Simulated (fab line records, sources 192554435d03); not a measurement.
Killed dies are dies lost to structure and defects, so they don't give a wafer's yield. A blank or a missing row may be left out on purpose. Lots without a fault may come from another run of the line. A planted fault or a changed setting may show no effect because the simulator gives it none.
Chamber matching | flow n5_finfet | N5_HKMG_FIN_ALD_91 on ald_metal-02: 4 sister chambers
The step deposits TiN, target thk 1 nm, pulse time 1 s, purge time 3 s. 8 wafers are shown with their chamber, then 10 later ones without.

WAFERS WITH THEIR CHAMBER
wafer  | chamber | heater_power_w (W) | susceptor_temp_C (C)
L083.3 | 3       | 919                | 400.01
L083.4 | 0       | 1008               | 400.40
L086.4 | 0       | 1000               | 399.82
L088.4 | 1       | 903                | 399.91
L088.5 | 3       | 923                | 400.40
L088.6 | 2       | 941                | 399.99
L092.2 | 1       | 920                | 399.76
L092.3 | 2       | 961                | 400.04

WAFERS WITHOUT THEIR CHAMBER
wafer  | heater_power_w (W) | susceptor_temp_C (C)
L092.6 | 902                | 399.58
L093.1 | 1026               | 400.02
L093.2 | 882                | 399.81
L093.6 | 967                | 399.89
L095.2 | 964                | 400.18
L095.3 | 999                | 400.33
L095.5 | 1030               | 400.10
L097.4 | 995                | 400.22
L097.5 | 900                | 399.73
L097.6 | 969                | 400.13

WHICH CHAMBER EACH WENT THROUGH
wafer  | from the rows above     | in truth
L092.6 | can't be placed: 1 or 3 | 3
L093.1 | 0                       | 0
L093.2 | can't be placed: 1 or 3 | 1
L093.6 | 2                       | 2
L095.2 | 2                       | 2
L095.3 | 0                       | 0
L095.5 | 0                       | 0
L097.4 | 0                       | 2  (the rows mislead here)
L097.5 | can't be placed: 1 or 3 | 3
L097.6 | can't be placed: 2 or 0 | 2
Placed correctly: 5 of 10. Can't be placed from these rows: 4 (the true chamber is among the candidates in 4). Placed wrongly: 1.
How it was worked out, from the rows above alone: a wafer's distance from a chamber is the root of the sum, over the readings, of the square of ((its reading less the chamber's mean) divided by the reading's scatter). The wafer belongs to the nearest chamber; if the next one is less than 2 further off, it can't be placed. A chamber's mean is the mean of its shown wafers. The scatter: the root of (the sum of the squares of (reading less its chamber's mean) over the shown wafers, divided by (wafers less chambers)).
